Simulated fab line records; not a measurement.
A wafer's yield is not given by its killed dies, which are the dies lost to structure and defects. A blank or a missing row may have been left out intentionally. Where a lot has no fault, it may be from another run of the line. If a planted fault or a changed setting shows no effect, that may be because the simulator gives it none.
2 desks looking at one fault / flow n5_finfet / each desk has only its own numbers; what lay behind them comes last

== DESK OF THE TOOL OWNER: rie_diel-02 ==
The tool's own readings at N5_FIN_CUT_ETCH_21 (etches SOC in N2/H2, target depth 219 nm, overetch 43.8 nm, time 523.5 s): means of the sampled wafers that have a number, for each lot that ran on this tool. If a lot's mean is further than 4 standard deviations from the usual mean, the lot is out of limits and carries the mark OUT (the distance appears in the brackets).
Columns: A = drypump_motor_current_A at N5_FIN_CUT_ETCH_21, usual 5.7 A; B = h2_flow_sccm at N5_FIN_CUT_ETCH_21, usual 200.1 sccm; C = oes_product_au at N5_FIN_CUT_ETCH_21, usual 0.70 a.u.; D = rf_vpp_V at N5_FIN_CUT_ETCH_21, usual 240.6 V; E = showerhead_plenum_p_Torr at N5_FIN_CUT_ETCH_21, usual 2.52 Torr; F = temp_c at N5_FIN_CUT_ETCH_21, usual 39.99 C; G = throttle_valve_pct at N5_FIN_CUT_ETCH_21, usual 17.8 %
lot=L842; first seen here=day 3 14:37; A=5.3; B=200.2; C=0.71; D=240.6; E=2.55; F=39.88; G=17.7
lot=L848; first seen here=day 5 06:26; A=5.2; B=200.3; C=0.72; D=240.8; E=2.55; F=40.08; G=17.6
lot=L849; first seen here=day 5 11:14; A=5.8; B=199.6; C=0.80; D=240.8; E=2.54; F=40.05; G=17.7
lot=L851; first seen here=day 5 21:55; A=5.8; B=220.0 (+35) OUT; C=0.79; D=240.6; E=2.60; F=40.02; G=18.4
lot=L852; first seen here=day 6 03:05; A=5.8; B=220.1 (+35) OUT; C=0.78; D=240.7; E=2.60; F=39.99; G=18.4
This desk finds L851, L852 out of limits, L851 being first, at day 5 21:55 (h2_flow_sccm at N5_FIN_CUT_ETCH_21). L842, L848, L849 stayed within limits.

== METROLOGY DESK ==
Lot by lot, what the gauges showed, no matter which tool ran the lot: averages of those sampled wafers that carry a number. If a lot's mean is further than 4 standard deviations from the usual mean, the lot is out of limits and carries the mark OUT (the distance appears in the brackets). Only the readings that lie furthest out on some lot appear, 7 of the 12 it has.
Columns: A = cd_nm at N5_FIN_SAQP_CD_MEAS_37, usual 8.16 nm; B = IOFF_P at N5_BEOL_M4_RC_MEAS_101, usual 0.24 nA/um; C = ION_N at N5_BEOL_M4_RC_MEAS_101, usual 677 uA/um; D = ION_P at N5_BEOL_M4_RC_MEAS_101, usual 464 uA/um; E = SS_P at N5_BEOL_M4_RC_MEAS_101, usual 73.6 mV/dec; F = VT_N at N5_BEOL_M4_RC_MEAS_101, usual 249 mV; G = VT_P at N5_BEOL_M4_RC_MEAS_101, usual -249 mV
lot=L837; first seen here=day 2 08:31; A=7.93; B=0.24; C=679; D=462; E=74.4; F=249; G=-250
lot=L838; first seen here=day 2 14:26; A=8.16; B=0.20; C=684; D=468; E=73.2; F=250; G=-252
lot=L842; first seen here=day 3 13:51; A=8.09; B=0.24; C=671; D=465; E=74.1; F=249; G=-248
lot=L844; first seen here=day 4 02:44; A=8.14; B=0.27; C=676; D=464; E=73.6; F=250; G=-246
lot=L847; first seen here=day 4 22:59; A=8.26; B=0.22; C=659; D=447; E=73.1; F=251; G=-253
lot=L848; first seen here=day 5 05:40; A=8.03; B=0.20; C=676; D=464; E=73.1; F=250; G=-248
lot=L849; first seen here=day 5 10:27; A=8.30; B=0.22; C=673; D=455; E=73.8; F=249; G=-252
lot=L850; first seen here=day 5 14:44; A=8.54; B=0.24; C=681; D=462; E=73.1; F=248; G=-248
lot=L851; first seen here=day 5 21:16; A=8.25; B=0.28; C=678; D=464; E=73.9; F=248; G=-248
lot=L852; first seen here=day 6 02:16; A=7.86; B=0.18; C=666; D=463; E=72.5; F=254; G=-254
lot=L854; first seen here=day 6 14:40; A=8.08; B=0.26; C=670; D=462; E=73.7; F=247; G=-247
This desk's verdict: no lot among the 11 shows anything out of limits.

== PUT TOGETHER ==
At day 5 21:55, on L851, L852, the tool owner's desk was in a position to raise an alarm.
The metrology desk saw nothing out of limits.
The metrology desk has L851, L852 on record, within its limits.
All the named lots went through N5_FIN_CUT_ETCH_21 on rie_diel-02.

== WHAT HAD BEEN PUT IN BY THE SIMULATOR ==
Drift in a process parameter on rie_diel-02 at N5_FIN_CUT_ETCH_21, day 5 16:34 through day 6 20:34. Setting h2_flow_sccm shifted by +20 from 200. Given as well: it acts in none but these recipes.
Lots struck among those shown: L851, L852.
Hours from the fault's start to each desk's first reading out of limits: the tool owner's desk, 5.
